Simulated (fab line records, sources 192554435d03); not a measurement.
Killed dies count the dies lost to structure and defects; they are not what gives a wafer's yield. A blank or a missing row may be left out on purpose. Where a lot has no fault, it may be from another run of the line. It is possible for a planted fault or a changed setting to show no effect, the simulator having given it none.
Matching of chambers || flow n5_finfet || N5_BEOL_M0_SAQP_HM_OPEN_112 on rie_diel-02 has 4 sister chambers
The step chemistry CHF3/O2, target SiO2, stops on a-Si, target depth 12 nm, time 13.5 s. 18 wafers are shown with their chamber, then 9 later ones without.

## WAFERS PAIRED WITH THEIR CHAMBERS
{"wafer": "L076.1", "chamber": 0, "drypump_motor_current_A (A)": 5.7, "showerhead_plenum_p_Torr (Torr)": 2.47, "rf_vpp_V (V)": 528}
{"wafer": "L076.2", "chamber": 1, "drypump_motor_current_A (A)": 6.3, "showerhead_plenum_p_Torr (Torr)": 2.40, "rf_vpp_V (V)": 518}
{"wafer": "L076.3", "chamber": 3, "drypump_motor_current_A (A)": 4.9, "showerhead_plenum_p_Torr (Torr)": 2.29, "rf_vpp_V (V)": 523}
{"wafer": "L076.4", "chamber": 2, "drypump_motor_current_A (A)": 5.9, "showerhead_plenum_p_Torr (Torr)": 2.43, "rf_vpp_V (V)": 528}
{"wafer": "L076.5", "chamber": 0, "drypump_motor_current_A (A)": 5.7, "showerhead_plenum_p_Torr (Torr)": 2.47, "rf_vpp_V (V)": 529}
{"wafer": "L076.6", "chamber": 3, "drypump_motor_current_A (A)": 4.9, "showerhead_plenum_p_Torr (Torr)": 2.29, "rf_vpp_V (V)": 524}
{"wafer": "L078.1", "chamber": 1, "drypump_motor_current_A (A)": 6.3, "showerhead_plenum_p_Torr (Torr)": 2.40, "rf_vpp_V (V)": 519}
{"wafer": "L078.3", "chamber": 2, "drypump_motor_current_A (A)": 5.8, "showerhead_plenum_p_Torr (Torr)": 2.43, "rf_vpp_V (V)": 526}
{"wafer": "L078.4", "chamber": 0, "drypump_motor_current_A (A)": 5.7, "showerhead_plenum_p_Torr (Torr)": 2.46, "rf_vpp_V (V)": 526}
{"wafer": "L080.2", "chamber": 3, "drypump_motor_current_A (A)": 4.9, "showerhead_plenum_p_Torr (Torr)": 2.29, "rf_vpp_V (V)": 522}
{"wafer": "L080.3", "chamber": 1, "drypump_motor_current_A (A)": 6.3, "showerhead_plenum_p_Torr (Torr)": 2.40, "rf_vpp_V (V)": 518}
{"wafer": "L080.6", "chamber": 0, "drypump_motor_current_A (A)": 5.7, "showerhead_plenum_p_Torr (Torr)": 2.46, "rf_vpp_V (V)": 527}
{"wafer": "L083.4", "chamber": 1, "drypump_motor_current_A (A)": 6.4, "showerhead_plenum_p_Torr (Torr)": 2.39, "rf_vpp_V (V)": 518}
{"wafer": "L083.5", "chamber": 0, "drypump_motor_current_A (A)": 5.7, "showerhead_plenum_p_Torr (Torr)": 2.46, "rf_vpp_V (V)": 528}
{"wafer": "L083.6", "chamber": 1, "drypump_motor_current_A (A)": 6.3, "showerhead_plenum_p_Torr (Torr)": 2.40, "rf_vpp_V (V)": 519}
{"wafer": "L089.4", "chamber": 2, "drypump_motor_current_A (A)": 5.8, "showerhead_plenum_p_Torr (Torr)": 2.42, "rf_vpp_V (V)": 526}
{"wafer": "L089.5", "chamber": 0, "drypump_motor_current_A (A)": 5.7, "showerhead_plenum_p_Torr (Torr)": 2.46, "rf_vpp_V (V)": 525}
{"wafer": "L089.6", "chamber": 3, "drypump_motor_current_A (A)": 4.9, "showerhead_plenum_p_Torr (Torr)": 2.28, "rf_vpp_V (V)": 523}

SIGNATURES (averages over the wafers above)
{"reading": "drypump_motor_current_A", "chamber 0": 5.700, "chamber 1": 6.320, "chamber 2": 5.833, "chamber 3": 4.900, "scatter within a chamber": 0.0324}
{"reading": "showerhead_plenum_p_Torr", "chamber 0": 2.4633, "chamber 1": 2.3980, "chamber 2": 2.4267, "chamber 3": 2.2875, "scatter within a chamber": 0.00504}
{"reading": "rf_vpp_V", "chamber 0": 527.17, "chamber 1": 518.40, "chamber 2": 526.67, "chamber 3": 523.00, "scatter within a chamber": 1.09}
Rule: a wafer's distance from a chamber is the root of the sum, over the readings, of the square of ((its reading less the chamber's mean) divided by the reading's scatter). The wafer belongs to the nearest chamber; if the next one is less than 2 further off, it can't be placed. The scatter is the square root of a quotient: the sum, over the shown wafers, of each reading's squared deviation from its chamber's mean, divided by wafers minus chambers.

## WAFERS WITH NO CHAMBER GIVEN
{"wafer": "L092.2", "drypump_motor_current_A (A)": 5.8, "showerhead_plenum_p_Torr (Torr)": 2.42, "rf_vpp_V (V)": 525}
{"wafer": "L092.3", "drypump_motor_current_A (A)": 5.8, "showerhead_plenum_p_Torr (Torr)": 2.46, "rf_vpp_V (V)": 525}
{"wafer": "L092.6", "drypump_motor_current_A (A)": 4.9, "showerhead_plenum_p_Torr (Torr)": 2.28, "rf_vpp_V (V)": 522}
{"wafer": "L093.2", "drypump_motor_current_A (A)": 5.7, "showerhead_plenum_p_Torr (Torr)": 2.46, "rf_vpp_V (V)": 527}
{"wafer": "L093.3", "drypump_motor_current_A (A)": 6.3, "showerhead_plenum_p_Torr (Torr)": 2.39, "rf_vpp_V (V)": 518}
{"wafer": "L093.5", "drypump_motor_current_A (A)": 5.7, "showerhead_plenum_p_Torr (Torr)": 2.46, "rf_vpp_V (V)": 526}
{"wafer": "L096.1", "drypump_motor_current_A (A)": 4.9, "showerhead_plenum_p_Torr (Torr)": 2.28, "rf_vpp_V (V)": 522}
{"wafer": "L096.2", "drypump_motor_current_A (A)": 6.3, "showerhead_plenum_p_Torr (Torr)": 2.39, "rf_vpp_V (V)": 517}
{"wafer": "L096.5", "drypump_motor_current_A (A)": 6.3, "showerhead_plenum_p_Torr (Torr)": 2.39, "rf_vpp_V (V)": 519}

## THE CHAMBER EACH PASSED THROUGH
{"wafer": "L092.2", "from the rows above": 2, "in truth": 2}
{"wafer": "L092.3", "from the rows above": 0, "in truth": 0}
{"wafer": "L092.6", "from the rows above": 3, "in truth": 3}
{"wafer": "L093.2", "from the rows above": 0, "in truth": 0}
{"wafer": "L093.3", "from the rows above": 1, "in truth": 1}
{"wafer": "L093.5", "from the rows above": 0, "in truth": 0}
{"wafer": "L096.1", "from the rows above": 3, "in truth": 3}
{"wafer": "L096.2", "from the rows above": 1, "in truth": 1}
{"wafer": "L096.5", "from the rows above": 1, "in truth": 1}
9 of 9 placed correctly. Number that these rows cannot place: 0. 0 placed wrongly.
